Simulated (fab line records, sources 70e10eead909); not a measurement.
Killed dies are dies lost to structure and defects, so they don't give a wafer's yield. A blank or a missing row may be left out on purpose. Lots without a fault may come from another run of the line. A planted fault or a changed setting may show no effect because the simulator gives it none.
fab line records | flow nand_harc
record lots=12 wafers=36 last_day=24
route steps=1159 shown A_SGD_CUT@767 A_SLIT@779 A_WL_FILL@811 END@1159
lots that met no fault: from a run of the same line without faults
start_h: hours from the record's first day to the start of the lot's first wafer shown | wait_h: hours since the lot's step before | " the same as in the row above | L1.1+2: a row that stands for several wafers | - no value, or no start given | * or withheld: withheld | < > ~ a bound
route shown NAME@n: a module of which the file shows steps, and the number in the route of the first | usual: mean/standard deviation of fault-free wafers | same: alike in all rows | chamber/n: place in a boat | sites: the reading at each site | _std_site: their standard deviation | _edge_site: outer sites' mean less inner sites' | radius_mm: how far each site lies from the wafer's centre | mask NAME#n: copy n | behind: the tool/chamber that last shaped the wafer | hold: why the lot was held/for how many hours/how that ended | device: the transistor (n, p or np) that didn't switch | end of line: the same wafers' tests at the end of the route | a step without rows: its recipe alone | killed: dies lost to structure and defects at the first sort, not the wafer's yield | map: a wafer's dies, x killed, . not, _ none there
set.NAME: the setting as run; set.NAME@STEP: as run at that earlier step | model.NAME: the simulator's own value behind a step, which no gauge read
steps of the route over a sample of lots; a table a step, a row a wafer
services: from which hour (start_h, from the record's first day; less than 0 if before it) a tool's chamber was out of use, for how many hours, and why
## steps
# step NHARC_A_SGD_CUT_STRIP_17
# recipe o2_flow_sccm=500 ar_flow_sccm=0 bias_w=0 chemistry=O2
# usual drypump_motor_current_A=5.7/0.49 mfc_ar_sccm=0.008/0.0087 oes_product_au=0.997/0.013 rf_vpp_V=57.9/0.87 showerhead_plenum_p_Torr=3.59/0.11 throttle_valve_pct=17.037/0.0086
# same bias_w=0
# columns lot.wafer tool chamber start_h wait_h drypump_motor_current_A mfc_ar_sccm oes_product_au rf_hours_counter_h rf_vpp_V showerhead_plenum_p_Torr throttle_valve_pct
L205.2 rie_diel-04 3 - - 5.3 0.022 0.975 2 58.1 3.62 17.034
L205.1 " 0 " " 6.0 0 1.004 2 57.8 3.60 17.015
L205.6 " 3 " " 5.4 0.022 0.976 - 58.6 3.62 17.040
L204.1 rie_diel-04 2 - - 4.9 0 0.997 2 58.0 3.62 17.036
L204.3 " 3 " " 5.3 0.022 0.983 2 56.7 3.62 17.039
L204.6 " 0 " " 6.1 0 1.004 - 57.2 3.60 17.022
L207.1 rie_diel-01 0 - - 6.0 0 0.954 1 59.4 3.62 17.028
L207.6 " 3 " " 5.4 0 1.001 - 56.9 3.44 17.046
L207.5 " 2 " " 6.5 0 1.006 - 57.5 3.58 17.021
L211.4 rie_diel-02 0 - - 5.9 0 1.014 1 58.3 3.38 17.040
L211.6 " 3 " " 5.5 0.022 0.984 - 57.8 3.75 17.053
L211.5 " 0 " " 5.9 0 1.011 - 56.6 3.38 17.040
L210.2 rie_diel-04 2 - - 4.9 0 1.006 8 58.3 3.61 17.026
L210.4 " 2 " " 4.8 0 1.010 - 57.8 3.61 17.032
L210.6 " 3 " " 5.4 0.022 0.995 - 57.2 3.62 17.027
L212.2 rie_diel-02 1 - - 5.0 0.011 1.012 3 57.0 3.61 17.050
L212.5 " 3 " " 5.5 0.022 0.991 - 58.0 3.75 17.031
L212.6 " 1 " " 5.0 0.011 1.002 - 57.9 3.61 17.040
L215.2 rie_diel-04 1 - - 5.3 0.003 0.985 5 57.4 3.46 17.032
L215.1 " 3 " " 5.3 0.022 0.996 10 58.9 3.62 17.049
L215.5 " 0 " " 6.0 0 1.018 - 59.4 3.60 17.029
L216.1 rie_diel-02 2 - - 6.2 0.011 0.994 5 58.3 3.60 17.028
L216.6 " 2 " " 6.2 0.011 0.993 - 59.0 3.60 17.038
L216.5 " 3 " " 5.6 0.022 0.978 - 57.0 3.75 17.040
L222.1 rie_diel-01 2 - - 6.5 0 0.985 9 58.5 3.58 17.046
L222.2 " 0 " " 6.0 0 0.970 9 57.5 3.61 17.048
L222.6 " 2 " " 6.5 0 0.995 - 58.8 3.58 17.026
L223.2 rie_diel-02 2 - - 6.2 0.011 0.983 11 58.1 3.60 17.034
L223.6 " 1 " " 5.0 0.011 0.999 - 58.5 3.61 17.020
L223.5 " 2 " " 6.2 0.011 0.994 - 57.0 3.60 17.046
L225.1 rie_diel-04 3 - - 5.3 0.022 0.991 17 57.7 3.61 17.045
L225.4 " 1 " " 5.3 0.003 0.966 - 57.0 3.45 17.027
L225.5 " 3 " " 5.4 0.022 0.997 - 57.7 3.61 17.026
L226.4 rie_diel-02 3 - - 5.5 0.022 1.001 11 57.6 3.74 17.043
L226.3 " 0 " " 5.9 0 1.014 9 56.8 3.37 17.056
L226.6 " 3 " " 5.5 0.022 1.000 - 58.5 3.74 17.039
# step NHARC_A_SLIT_DEP_25
# recipe target_thk_a=2000 temp_c=400 pressure_torr=6.5 rf_w=900 teos_flow_sccm=161.4 flow_sccm=2650 target_thk_nm=200 gas=O2 material=SiO2
# usual heater_power_w=496/99 showerhead_vpp_V=1820/86 throttle_valve_pct=16.0/0.55
# columns lot.wafer tool chamber start_h wait_h heater_power_w showerhead_vpp_V since_wet_clean_h throttle_valve_pct
L204.1 pecvd-01 0 325.79 0.1 553 1746 76 16.5
L204.3 " 2 " " 380 1897 76 14.9
L204.6 " 2 " " 382 1876 - 15.2
L205.2 pecvd-01 0 326.06 0.3 589 1752 76 16.8
L205.1 " 1 " " 530 1936 76 16.0
L205.6 " 2 " " 388 1865 - 15.1
L207.1 pecvd-01 2 341.36 0.1 385 1869 91 15.1
L207.5 " 1 " " 499 1931 - 15.8
L207.6 " 2 " " 381 1910 - 15.1
L211.4 pecvd-02 0 353.35 0.2 549 1831 - 15.6
L211.5 " 1 " " 537 1697 - 16.0
L211.6 " 2 " " 452 1704 - 16.3
L210.2 pecvd-02 0 373.31 0.1 503 1843 25 16.0
L210.4 " 2 " " 456 1748 - 16.5
L210.6 " 1 " " 633 1708 - 16.1
L212.2 pecvd-01 0 373.37 0.1 560 1763 123 16.8
L212.6 " 1 " " 490 1915 - 15.9
L212.5 " 0 " " 580 1730 - 16.9
L216.1 pecvd-03 1 382.68 0.1 577 1784 78 15.8
L216.5 " 1 " " 604 1792 - 16.2
L216.6 " 0 " " 575 1922 - 16.4
L215.1 pecvd-02 0 382.70 0.1 531 1862 35 15.9
L215.2 " 1 " " 616 1698 35 16.4
L215.5 " 0 " " 538 1845 - 15.9
L222.1 pecvd-02 2 439.50 0.1 477 1747 91 16.4
L222.2 " 1 " " 542 1683 91 16.1
L222.6 " 2 " " 485 1741 - 16.2
L223.2 pecvd-01 0 439.54 0.1 503 1758 8 16.0
L223.5 " 0 " " 526 1759 - 16.0
L223.6 " 2 " " 379 1880 - 15.1
L225.1 pecvd-01 2 445.72 0.1 340 1880 15 15.4
L225.4 " 2 " " 349 1885 - 15.2
L225.5 " 1 " " 525 1897 - 16.1
L226.3 pecvd-01 2 451.26 0.1 321 1868 20 15.0
L226.4 " 0 " " 458 1751 - 16.1
L226.6 " 2 " " 329 1864 - 15.3
# step NHARC_A_SLIT_DEP_00
# recipe target_thk_a=32000 temp_c=400 material=aC
# usual throttle_valve_pct=35.000/0.0093
# columns lot.wafer tool chamber start_h wait_h throttle_valve_pct
L204.1 acl_dep-02 0 326.56 - 34.982
L204.3 " 0 " " 35.002
L204.6 " 0 " " 34.996
L205.1 acl_dep-01 0 326.87 - 35.012
L205.2 " 0 " " 34.995
L205.6 " 0 328.51 - 35.001
L207.1 acl_dep-03 0 344.45 - 35.004
L207.5 " 0 345.74 - 35.007
L207.6 " 0 " " 34.989
L211.4 acl_dep-01 0 357.53 - 35.009
L211.5 " 0 " " 35.013
L211.6 " 0 " " 35.001
L210.2 acl_dep-01 0 373.93 - 34.979
L210.4 " 0 " " 34.995
L210.6 " 0 " " 35.003
L212.2 acl_dep-02 0 374.18 - 34.986
L212.5 " 0 " " 35.008
L212.6 " 0 " " 34.990
L215.1 acl_dep-03 0 384.21 - 35.009
L215.2 " 0 " " 35.006
L215.5 " 0 " " 35.018
L216.1 acl_dep-02 0 384.30 - 34.998
L216.5 " 0 385.60 - 35.003
L216.6 " 0 " " 34.998
L222.1 acl_dep-01 0 439.95 0.4 34.996
L222.2 " 0 " " 34.994
L222.6 " 0 441.61 1.8 34.995
L223.2 acl_dep-03 0 440.20 - 35.001
L223.5 " 0 " " 34.982
L223.6 " 0 " " 35.007
L225.1 acl_dep-02 0 448.42 - 34.986
L225.4 " 0 " " 34.993
L225.5 " 0 " " 35.020
L226.3 acl_dep-01 0 453.79 - 34.994
L226.4 " 0 " " 35.002
L226.6 " 0 " " 35.005
# step NHARC_A_WL_FILL_ALD_02
# recipe target_thk_a=20 pulse_time_s=3 ald_cycles=100 temp_c=450 material=TiN
# usual ald_cycles=100/0 heater_power_outer_w=709/77 heater_power_w=1099/92 precursor_pulse_height_rel=0.996/0.019
# columns lot.wafer tool chamber start_h wait_h ald_cycles heater_power_outer_w heater_power_w precursor_pulse_height_rel since_wet_clean_h
L204.1 ald_metal-04 3 341.17 0.2 100 653 1030 1.017 103
L204.3 " 2 " " 100 760 1137 0.987 103
L204.6 " 3 " " 100 645 1053 1.005 -
L205.2 ald_metal-02 1 341.34 0.2 100 670 1025 0.988 145
L205.1 " 0 " " 100 599 954 0.993 146
L205.6 " 2 " " 100 568 1001 0.968 -
L207.1 ald_metal-04 2 361.27 0.3 100 766 1130 0.976 123
L207.5 " 3 " " 100 649 1013 0.998 -
L207.6 " 2 " " 100 780 1127 0.989 -
L211.4 ald_metal-04 0 371.34 0.3 100 734 1104 1.001 -
L211.6 " 2 " " 100 779 1116 0.980 -
L211.5 " 3 " " 100 648 1014 1.012 -
L210.2 ald_metal-04 3 388.76 0.2 100 639 1026 1.005 151
L210.4 " 3 " " 100 651 1058 1.009 -
L210.6 " 2 " " 100 773 1114 0.997 -
L212.2 ald_metal-02 0 393.12 0.3 100 592 939 1.014 19
L212.5 " 1 " " 100 666 1029 0.990 -
L212.6 " 2 " " 100 536 963 1.001 -
L216.1 ald_metal-04 3 399.06 0.2 100 642 1021 0.968 161
L216.6 " 3 " " 100 650 1015 0.962 -
L216.5 " 0 " " 100 735 1147 0.982 -
L215.2 ald_metal-01 0 399.19 0.2 100 869 1321 0.997 109
L215.1 " 1 " " 100 726 1140 1.053 109
L215.5 " 1 " " 100 720 1152 1.026 -
L222.2 ald_metal-04 2 455.37 0.2 - - - - -
L222.1 " 0 " " - - - - -
L222.6 " 2 " " - - - - -
L223.2 ald_metal-02 3 455.43 0.3 - - - - -
L223.6 " 0 " " - - - - -
L223.5 " 1 " " - - - - -
L225.1 ald_metal-04 1 463.56 0.2 100 676 1045 1.002 48
L225.4 " 0 " " 100 743 1193 1.007 48
L225.5 " 2 " " 100 735 1094 0.991 -
L226.3 ald_metal-01 3 470.97 0.1 100 691 1114 0.996 3
L226.4 " 1 " " 100 794 1174 1.025 3
L226.6 " 0 " " 100 837 1313 0.965 -
# step NHARC_END_SORT_01
# recipe temp_c=25
# usual killed_at_array=25/7.8 killed_at_other=0.6/0.81 killed_at_periphery=3.3/2.2 killed_dies=29/8.2 killed_open=3.5/1.9 killed_short=1.8/1.3
# same gross_dies=677
# columns lot.wafer tool chamber start_h wait_h killed_at_array killed_at_other killed_at_periphery killed_dies killed_open killed_short
L223.2 prober-02 0 557.80 2.8 673 1 3 677 2 5
L223.5 prober-02 0 560.19 3.7 672 0 5 677 4 1
L223.6 prober-02 0 560.99 4.0 675 0 2 677 2 2
L222.1 prober-01 0 566.68 2.5 676 0 1 677 1 1
L222.2 prober-01 0 567.48 2.8 672 1 4 677 9 6
L222.6 prober-01 0 570.67 4.0 671 0 6 677 7 2
# killed by level:class
L223.2 A_WL_FILL:area_ald=642 A_CHANNEL_HOLE_D1:chamber_film_flake=16 A_CONTACT:chamber_film_flake=4 A_CHANNEL_FILL_D1:geometric_particle:short=3 A_BLC:chamber_film_flake=3 A_WL_FILL:geometric_particle:short=2 P_M0:chamber_film_flake=2 A_CHANNEL_FILL_D1:geometric_particle:open=1
L223.5 A_WL_FILL:area_ald=646 A_CHANNEL_HOLE_D1:chamber_film_flake=16 A_CONTACT:chamber_film_flake=3 P_M0:geometric_particle:open=2 P_M0:chamber_film_flake=2 A_BLC:chamber_film_flake=2 A_ONON_D1:geometric_particle:open=1 A_CHANNEL_FILL_D1:geometric_particle:short=1
L223.6 A_WL_FILL:area_ald=649 A_CHANNEL_HOLE_D1:chamber_film_flake=16 A_STAIRCASE:chamber_film_flake=4 A_CONTACT:chamber_film_flake=3 P_GATE:geometric_particle:open=1 P_M0:geometric_particle:open=1 A_WL_FILL:geometric_particle:short=1 A_CONTACT:geometric_particle:short=1
L222.1 A_WL_FILL:area_ald=655 A_CHANNEL_HOLE_D1:chamber_film_flake=14 A_CONTACT:chamber_film_flake=4 A_CHANNEL_FILL_D1:geometric_particle:short=1 A_CHANNEL_FILL_D1:geometric_particle:open=1 P_ZERO_WELL:chamber_film_flake=1 A_STAIRCASE:chamber_film_flake=1
L222.2 A_WL_FILL:area_ald=641 A_CHANNEL_HOLE_D1:chamber_film_flake=16 P_M0:geometric_particle:open=2 A_ONON_D1:geometric_particle:short=2 A_CHANNEL_FILL_D1:geometric_particle:open=2 A_STAIRCASE:chamber_film_flake=2 A_CONTACT:chamber_film_flake=2 P_CONTACT:geometric_particle:open=1
L222.6 A_WL_FILL:area_ald=651 A_CHANNEL_HOLE_D1:chamber_film_flake=12 P_CONTACT:geometric_particle:open=2 P_GATE:chamber_film_flake=2 P_GATE:geometric_particle:open=1 P_CONTACT:geometric_particle:short=1 A_SOURCE_PLATE:geometric_particle:open=1 A_ONON_D1:geometric_particle:short=1
## services
# columns tool chamber start_h hours kind
rie_diel-04 1 300.78 5.4 repair
pecvd-02 - 312.42 0.8 repair
acl_dep-01 - 312.68 1.6 repair
rie_diel-01 - 314.80 9.0 pm
rie_diel-04 0 324.52 15.0 repair
rie_diel-02 - 327.88 9.0 pm
pecvd-02 - 335.20 13.0 pm
ald_metal-04 1 335.90 12.1 repair
rie_diel-04 1 337.27 34.0 repair
acl_dep-02 - 350.86 13.0 pm
ald_metal-04 1 359.24 39.0 repair
rie_diel-02 0 363.97 4.9 repair
ald_metal-02 - 364.00 10.0 pm
rie_diel-04 - 365.20 0.1 repair
pecvd-01 - 395.33 1.6 repair
acl_dep-03 - 404.14 13.0 pm
ald_metal-04 - 406.05 10.0 pm
pecvd-01 - 418.24 13.0 pm
ald_metal-04 - 428.20 0.8 repair
rie_diel-04 0 435.65 15.3 repair
rie_diel-04 1 436.70 2.2 repair
pecvd-02 0 438.09 21.0 repair
ald_metal-04 - 458.65 0.4 repair
rie_diel-04 - 466.09 9.0 pm
## key
first_sign step=NHARC_A_WL_FILL_ALD_02 reading=tool_record direction=missing
effect step=NHARC_END_SORT_01 reading=killed_at_array direction=up sigmas=83 usual=25 struck=673
more_kills_born_at NHARC_A_WL_FILL_ALD_02@ald_metal-04=1947 NHARC_A_WL_FILL_ALD_02@ald_metal-02=1937
met_at NHARC_A_WL_FILL_ALD_02
struck_lots L222,L223
later_rows_left_out L222.1,L222.2,L222.6,L223.2,L223.5,L223.6
tester_left_out L222,L223
not_acting_at NHARC_A_SGD_CUT_STRIP_17,NHARC_A_SLIT_DEP_25,NHARC_A_SLIT_DEP_00
onset_between 399.06 455.37
fault kind=skipped_step_whole tool=ald_metal-02,ald_metal-04 chamber=- onset_h=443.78 steps=NHARC_A_WL_FILL_ALD_02 scope=struck_lots_only
# tester_left_out: of these lots the tester's yield and bins aren't shown, on N5 and GAA mostly nor the transistor test; their killed dies are dies lost to structure and defects alone, not to doping, threshold or leakage, so they don't give the yield
# later_rows_left_out: the simulator's readings of these wafers behind a module that went badly wrong aren't trusted and aren't shown, but for the sort
